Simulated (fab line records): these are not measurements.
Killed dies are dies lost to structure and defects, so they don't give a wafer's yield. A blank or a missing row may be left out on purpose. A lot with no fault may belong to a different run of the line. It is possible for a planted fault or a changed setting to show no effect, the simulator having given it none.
Chamber matching    flow n5-finfet    4 sister chambers for N5_BEOL_M5_ETCH_72 on rie-diel-06
The step etches underlayer in N2/H2, target depth 6.5 nm, time 5.2 s. 4 wafers are shown with their chamber, then 7 later ones without.

WAFERS PAIRED WITH THEIR CHAMBERS
wafer   chamber  showerhead-plenum-p-Torr (Torr)
L997.4  1        2.59
L111.5  3        2.59
L112.3  2        2.40
L112.4  0        2.67

WAFERS MISSING THEIR CHAMBER
wafer   showerhead-plenum-p-Torr (Torr)
L112.5  2.58
L117.1  2.40
L117.2  2.58
L117.3  2.58
L116.1  2.67
L116.4  2.40
L116.5  2.40

THE CHAMBER EACH PASSED THROUGH
wafer   from the rows above      in truth
L112.5  can't be placed: 1 or 3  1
L117.1  2                        2
L117.2  can't be placed: 1 or 3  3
L117.3  can't be placed: 1 or 3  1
L116.1  0                        0
L116.4  2                        2
L116.5  2                        2
Correctly placed: 4 of 7. Cannot be placed on the basis of these rows: 3; the candidates contain the true chamber in 3. Number placed wrongly: 0.
How it was worked out, from the rows above alone: a wafer's distance from a chamber is the root of the sum, over the readings, of the square of ((its reading less the chamber's mean) divided by the reading's scatter). The wafer belongs to the nearest chamber; if the next one is less than 2 further off, it can't be placed. Each chamber's mean is taken over the wafers shown for it. The scatter: root of mean squared gap, hidden wafer to nearest shown wafer, with one shown wafer a chamber.
